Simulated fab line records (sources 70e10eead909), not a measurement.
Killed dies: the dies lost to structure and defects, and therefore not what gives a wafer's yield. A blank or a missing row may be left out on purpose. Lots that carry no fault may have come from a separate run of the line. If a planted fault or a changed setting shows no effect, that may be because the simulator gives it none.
fab line records ; flow nand_harc
record: lots: 5; wafers: 15; last_day: 24
route steps=1159 shown A_WL_FILL@820 END@1159
lots with no fault: from the same line, run without faults
start_h: the number of hours between the record's first day and the start of the first shown wafer of the lot ; wait_h: how many hours have passed since the lot's step before this one ; " as in the row above ; L1.1+2: several wafers, shown together as one row ; - no value, or no start given ; * or withheld: withheld ; < > ~ a bound
route shown NAME@n: NAME is a module with steps in the file, n the number in the route of the first one ; usual: the fault-free wafers' mean and standard deviation ; same: alike in all rows ; chamber/n: place in a boat ; sites: the reading at each site ; _std_site: their standard deviation ; _edge_site: mean of outer sites minus mean of inner sites ; radius_mm: how far each site lies from the wafer's centre ; mask NAME#n: copy n ; behind: the most recent tool/chamber to have shaped the wafer ; hold: reason for holding the lot/hours on hold/outcome of the hold ; device: names the non-switching transistor (n, p or np) ; end of line: the route-end tests of the same wafers ; a step with no rows: only its recipe ; killed: dies that structure and defects cost at the first sort, which is not the same as the wafer's yield ; map: shows each die of a wafer: x if killed, . if not, _ if none is there
set.NAME: the setting that was run; set.NAME@STEP: the one run at that earlier step ; model.NAME: the simulator's own value behind a step, which no gauge read
lots seen at some steps along the route; tables by step, rows by wafer
services: the hour from which a tool's chamber was out of use, counted from the record's first day as start_h (under 0 if before that day), plus the number of hours and why
== steps ==
step: NHARC_A_WL_FILL_ANNEAL_08
recipe: temp_c: 450; time_s: 1800
step: NHARC_A_WL_FILL_ALD_10
recipe: target_thk_a: 500; pulse_time_s: 10; ald_cycles: 500; temp_c: 300; material: SiO2
step: NHARC_A_WL_FILL_ETCHBACK_16
recipe: target_depth_a: 880; time_s: 17.6; c4f8_flow_sccm: withheld; o2_flow_sccm: 8; ar_flow_sccm: withheld; rf_w: 600; bias_w: 800; chemistry: C4F8/O2/Ar
usual: oes_product_au: 0.98/0.031; rf_vpp_V: 724/3.1
lot.wafer;tool;chamber;start_h;wait_h;oes_product_au;rf_hours_counter_h;rf_vpp_V
L717.1;rie_diel-03;3;-;-;0.99;7.7;728
L717.3;rie_diel-03;0;-;-;0.99;7.4;721
L717.2;rie_diel-03;2;-;-;1.00;8.0;728
L724.3;rie_diel-10;0;-;-;0.99;2.1;720
L724.1;rie_diel-10;2;-;-;1.00;1.8;723
L724.5;rie_diel-10;3;-;-;0.99;-;720
L729.4;rie_diel-04;1;-;-;1.00;5.6;723
L729.3;rie_diel-04;3;-;-;0.98;5.8;724
L729.5;rie_diel-04;1;-;-;0.99;-;722
L733.4;rie_diel-03;2;-;-;0.98;2.1;727
L733.3;rie_diel-03;3;-;-;1.00;2.3;727
L733.5;rie_diel-03;1;-;-;0.99;-;725
L736.2;rie_diel-04;3;-;-;1.01;0.3;724
L736.1;rie_diel-04;2;-;-;1.01;0.3;726
L736.5;rie_diel-04;3;-;-;1.00;-;725
step: NHARC_A_WL_FILL_STRIP_29
recipe: time_s: 20; o2_flow_sccm: 500; ar_flow_sccm: 0; bias_w: 0; chemistry: O2
usual: drypump_motor_current_A: 5.6/0.44; oes_product_au: 1.000/0.0067; rf_vpp_V: 57.8/0.89; showerhead_plenum_p_Torr: 3.55/0.1; throttle_valve_pct: 17.037/0.0092
lot.wafer;tool;chamber;start_h;wait_h;drypump_motor_current_A;oes_product_au;rf_hours_counter_h;rf_vpp_V;showerhead_plenum_p_Torr;throttle_valve_pct
L717.3;rie_diel-03;1;369.70;0.1;5.6;1.005;7.8;57.8;3.62;17.020
L717.1;rie_diel-03;2;369.70;0.1;5.5;1.000;8.0;57.1;3.68;17.020
L717.2;rie_diel-03;3;369.70;0.1;5.0;0.999;7.7;59.4;3.70;17.046
L724.3;rie_diel-10;3;447.14;0.1;5.3;0.988;1.9;57.8;3.38;17.040
L724.1;rie_diel-10;0;447.14;0.1;5.7;1.005;2.1;58.2;3.43;17.050
L724.5;rie_diel-10;3;447.14;0.1;5.3;0.996;-;57.1;3.38;17.034
L729.4;rie_diel-04;2;450.40;0.1;6.7;0.997;5.9;58.3;3.65;17.035
L729.3;rie_diel-04;3;450.40;0.1;5.5;0.992;5.8;58.6;3.56;17.028
L729.5;rie_diel-04;3;450.40;0.1;5.5;0.999;-;58.6;3.56;17.008
L733.3;rie_diel-03;2;460.09;0.1;5.5;1.002;2.2;57.9;3.68;17.044
L733.4;rie_diel-03;3;460.09;0.1;5.0;1.002;2.3;58.6;3.70;17.031
L733.5;rie_diel-03;3;460.09;0.1;5.0;1.001;-;56.5;3.70;17.030
L736.2;rie_diel-04;1;487.10;0.1;5.1;1.003;0.3;57.5;3.52;17.036
L736.1;rie_diel-04;2;487.10;0.1;6.7;1.002;0.3;59.3;3.65;17.023
L736.5;rie_diel-04;3;487.10;0.1;5.5;0.993;-;56.8;3.56;17.052
step: NHARC_A_WL_FILL_ETCHBACK_17
recipe: target_depth_a: 40; time_s: 26.7; chemistry: Cl2/BCl3
usual: drypump_motor_current_A: 5.6/0.5; oes_product_au: 1.000/0.0075
lot.wafer;tool;chamber;start_h;wait_h;drypump_motor_current_A;oes_product_au;rf_hours_counter_h
L717.1;rie_metal-02;1;369.79;-;5.2;1.008;4.2
L717.2;rie_metal-02;0;369.79;-;5.9;0.995;4.2
L717.3;rie_metal-02;0;369.79;-;5.9;0.998;-
L724.1;rie_metal-01;0;447.25;-;5.1;1.000;3.0
L724.3;rie_metal-01;1;447.25;-;5.7;1.005;-
L724.5;rie_metal-01;0;447.25;-;5.1;1.004;-
L729.3;rie_metal-03;0;450.53;-;5.3;1.020;-
L729.4;rie_metal-03;1;450.53;-;6.7;0.997;-
L729.5;rie_metal-03;0;450.53;-;5.3;1.012;-
L733.3;rie_metal-01;0;460.22;-;5.1;0.988;-
L733.4;rie_metal-01;1;460.22;-;5.7;1.001;-
L733.5;rie_metal-01;0;460.22;-;5.1;0.992;-
L736.2;rie_metal-03;0;487.18;-;5.3;1.016;0.7
L736.1;rie_metal-03;1;487.18;-;6.6;1.014;0.7
L736.5;rie_metal-03;0;487.18;-;5.3;1.006;-
step: NHARC_A_WL_FILL_PRECLEAN_18
recipe: time_s: 30; chemistry: dHF
step: NHARC_A_WL_FILL_SRD_21
step: NHARC_A_WL_FILL_CVD_23
recipe: target_thk_a: 400; temp_c: 620; pressure_mtorr: 200; time_s: 800; material: poly-Si
step: NHARC_A_WL_FILL_ETCHBACK_26
recipe: target_depth_a: 520; time_s: 13.3; hbr_flow_sccm: 150; rf_w: 350; icp_w: 350; bias_w: 60; chemistry: HBr
usual: drypump_motor_current_A: 5.8/0.44; oes_product_au: 0.995/0.007; throttle_valve_pct: 23.267/0.0098
lot.wafer;tool;chamber;start_h;wait_h;drypump_motor_current_A;oes_product_au;rf_hours_counter_h;throttle_valve_pct
L717.2;rie_si-03;2;375.21;0.4;5.9;1.004;0.3;23.254
L717.1;rie_si-03;3;375.21;0.4;5.8;0.988;0.3;23.265
L717.3;rie_si-03;1;375.21;0.4;6.5;0.990;0.2;23.275
L724.1;rie_si-01;2;452.18;0.4;5.6;0.990;1.3;23.272
L724.3;rie_si-01;3;452.18;0.4;5.7;0.998;1.1;23.255
L724.5;rie_si-01;2;452.18;0.4;5.6;0.994;-;23.258
L729.3;rie_si-06;3;455.54;0.4;6.2;0.992;0.7;23.257
L729.4;rie_si-06;1;455.54;0.4;5.5;0.993;0.6;23.259
L729.5;rie_si-06;3;455.54;0.4;6.2;0.985;-;23.264
L733.3;rie_si-06;2;465.58;0.4;5.2;1.003;0.8;23.270
L733.4;rie_si-06;1;465.58;0.4;5.5;1.002;0.7;23.282
L733.5;rie_si-06;3;465.58;0.4;6.2;1.003;-;23.272
L736.2;rie_si-06;0;492.26;0.4;5.9;0.984;0.8;23.272
L736.1;rie_si-06;2;492.26;0.4;5.2;0.997;1.0;23.258
L736.5;rie_si-06;0;492.26;0.4;5.9;0.999;-;23.259
step: NHARC_A_WL_FILL_PRECLEAN_30
recipe: time_s: 10; chemistry: dHF
step: NHARC_A_WL_FILL_SRD_14
step: NHARC_A_WL_FILL_ALD_19
recipe: target_thk_a: 20; pulse_time_s: 3; ald_cycles: 100; temp_c: 450; material: TiN
usual: ald_cycles: 100/0; heater_power_w: 1082/92; precursor_pulse_height_rel: 0.997/0.021
same: pulse_time_s: 3
lot.wafer;tool;chamber;start_h;wait_h;ald_cycles;heater_power_w;precursor_pulse_height_rel;since_wet_clean_h
L717.3;ald_metal-02;1;375.48;0.1;100;905;1.016;2
L717.2;ald_metal-02;2;375.48;0.1;100;1061;1.003;2
L717.1;ald_metal-02;0;375.48;0.1;100;1059;1.012;2
L724.1;ald_metal-02;3;452.45;0.1;100;1076;1.002;78
L724.3;ald_metal-02;0;452.45;0.1;135;1086;0.987;79
L724.5;ald_metal-02;2;452.45;0.1;135;1057;0.995;-
L729.4;ald_metal-04;2;455.80;0.1;100;1060;1.022;40
L729.3;ald_metal-04;1;455.80;0.1;100;1072;1.000;40
L729.5;ald_metal-04;3;455.80;0.1;100;1228;0.985;-
L733.3;ald_metal-04;0;465.85;0.1;100;891;0.986;50
L733.4;ald_metal-04;3;465.85;0.1;100;1232;0.997;50
L733.5;ald_metal-04;1;465.85;0.1;100;1077;1.007;-
L736.1;ald_metal-03;1;492.53;0.1;100;1151;1.011;160
L736.2;ald_metal-03;0;492.53;0.1;100;1185;0.976;161
L736.5;ald_metal-03;2;492.53;0.1;100;1086;1.029;-
step: NHARC_A_WL_FILL_CVD_20
recipe: target_thk_a: 750; temp_c: 300; pressure_torr: 40; wf6_flow_sccm: 40; h2_flow_sccm: 1600; ar_flow_sccm: 1560; time_s: 5064; material: W
usual: heater_power_w: 497/55; throttle_valve_pct: 8.05/0.2
lot.wafer;tool;chamber;start_h;wait_h;heater_power_w;since_wet_clean_h;throttle_valve_pct
L717.2;cvd_w-02;1;-;-;443;168;8.21
L717.1;cvd_w-02;0;-;-;563;169;8.39
L717.3;cvd_w-02;0;-;-;568;-;8.56
L724.1;cvd_w-01;0;-;-;476;150;8.19
L724.3;cvd_w-01;1;-;-;505;-;8.01
L724.5;cvd_w-01;1;-;-;525;-;8.41
L729.3;cvd_w-01;1;-;-;513;-;8.14
L729.4;cvd_w-01;0;-;-;486;-;8.34
L729.5;cvd_w-01;0;-;-;470;-;8.44
L733.3;cvd_w-02;1;-;-;426;-;7.54
L733.4;cvd_w-02;0;-;-;583;-;8.28
L733.5;cvd_w-02;0;-;-;564;-;8.18
L736.2;cvd_w-01;0;-;-;485;4;8.06
L736.1;cvd_w-01;1;-;-;524;5;8.15
L736.5;cvd_w-01;0;-;-;506;-;7.82
step: NHARC_END_SORT_01
recipe: temp_c: 25
usual: killed_at_array: 27/9.8; killed_at_other: 0.6/0.83; killed_at_periphery: 3.5/2.4; killed_dies: 31/9.6; killed_open: 3.1/1.9; killed_short: 2.0/1.5
same: gross_dies: 677
lot.wafer;tool;chamber;start_h;wait_h;killed_at_array;killed_at_other;killed_at_periphery;killed_dies;killed_open;killed_short
L724.1;prober-02;0;551.76;2.5;30;0;3;33;6;5
L724.3;prober-02;0;553.37;3.1;32;0;1;33;1;1
L724.5;prober-02;0;554.97;3.7;30;1;0;31;4;3
L733.3;prober-01;0;576.87;3.1;29;2;5;36;8;1
L733.4;prober-01;0;577.67;3.4;34;0;5;39;2;1
L733.5;prober-01;0;578.46;3.7;28;2;11;41;6;0
killed by level:class
L724.1 A_CHANNEL_HOLE_D1:chamber_film_flake=13 A_CONTACT:chamber_film_flake=6 A_CHANNEL_FILL_D1:geometric_particle:open=2 A_CONTACT:geometric_particle:open=2 P_M0:geometric_particle:open=1 P_M2:geometric_particle:short=1 A_ONON_D1:geometric_particle:short=1 A_CHANNEL_HOLE_D1:geometric_particle:short=1
L724.3 A_CHANNEL_HOLE_D1:chamber_film_flake=17 A_CONTACT:chamber_film_flake=6 A_SLIT:chamber_film_flake=3 A_ZERO_WELL:chamber_film_flake=2 A_ONON_D1:geometric_particle:open=1 A_WL_FILL:geometric_particle:short=1 P_M1:chamber_film_flake=1 A_STAIRCASE:chamber_film_flake=1
L724.5 A_CHANNEL_HOLE_D1:chamber_film_flake=16 A_CONTACT:chamber_film_flake=4 A_WL_FILL:geometric_particle:open=3 A_SLIT:chamber_film_flake=2 A_ONON_D1:geometric_particle:short=1 A_CHANNEL_HOLE_D1:geometric_particle:short=1 A_CONTACT:geometric_particle:open=1 STARTING-WAFER:geometric_particle:short=1
L733.3 A_CHANNEL_HOLE_D1:chamber_film_flake=16 A_CONTACT:chamber_film_flake=5 A_CONTACT:geometric_particle:open=2 P_BONDPAD:chamber_film_flake=2 THIN_TSV:chamber_film_flake=2 P_CONTACT:geometric_particle:open=1 P_M0:geometric_particle:open=1 P_M1:geometric_particle:open=1
L733.4 A_CHANNEL_HOLE_D1:chamber_film_flake=28 P_BONDPAD:chamber_film_flake=4 A_CONTACT:chamber_film_flake=3 A_WL_FILL:geometric_particle:open=1 A_BLC:geometric_particle:open=1 A_M0:geometric_particle:short=1 P_GATE:chamber_film_flake=1
L733.5 A_CHANNEL_HOLE_D1:chamber_film_flake=21 P_BONDPAD:chamber_film_flake=5 A_CONTACT:chamber_film_flake=3 P_CONTACT:geometric_particle:open=2 P_M0:geometric_particle:open=2 A_CONTACT:geometric_particle:open=2 THIN_TSV:chamber_film_flake=2 P_STI:chamber_film_flake=1
== services ==
tool;chamber;start_h;hours;kind
rie_si-06;2;349.15;6.6;repair
rie_diel-10;-;353.50;9.0;pm
rie_si-06;0;354.79;6.8;repair
rie_si-06;-;360.00;9.0;pm
ald_metal-02;-;364.00;10.0;pm
cvd_w-02;-;379.97;13.0;pm
rie_si-01;2;380.11;5.0;repair
cvd_w-01;-;384.37;38.0;repair
rie_metal-02;-;388.00;9.0;pm
rie_diel-03;-;392.34;9.0;pm
rie_metal-03;0;397.35;9.0;repair
ald_metal-04;-;406.00;10.0;pm
rie_si-01;3;415.76;4.6;repair
rie_metal-01;-;422.75;0.9;repair
ald_metal-04;0;424.70;3.6;repair
rie_si-03;3;447.33;7.3;repair
rie_diel-03;0;451.58;3.9;repair
rie_metal-03;-;453.00;9.0;pm
rie_diel-04;2;455.44;6.3;repair
rie_diel-04;-;465.90;9.0;pm
cvd_w-01;-;477.30;13.0;pm
rie_diel-10;1;479.27;7.9;repair
ald_metal-04;2;480.33;5.2;repair
rie_metal-03;1;489.64;4.4;repair
== key ==
first_sign: step: NHARC_A_WL_FILL_ALD_19; reading: ald_cycles; direction: up; sigmas: 99+; usual: 100; struck: 135
effect none on later readings
met_at NHARC_A_WL_FILL_ALD_19
struck_wafers L724.3,L724.5
tester_left_out L724
onset_between 375.48 452.45
fault: kind: process_parameter_drift; tool: ald_metal-02; chamber: -; onset_h: 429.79; steps: NHARC_A_WL_FILL_ALD_19; channel: ald_cycles; offset: 35; shape: step; end_h: 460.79; scope: struck_wafers_only; acts_in: these_recipes_only; stated: 100
tester_left_out: of these lots the tester's yield and bins aren't shown, on N5 and GAA mostly nor the transistor test; their killed dies are dies lost to structure and defects alone, not to doping, threshold or leakage, so they don't give the yield
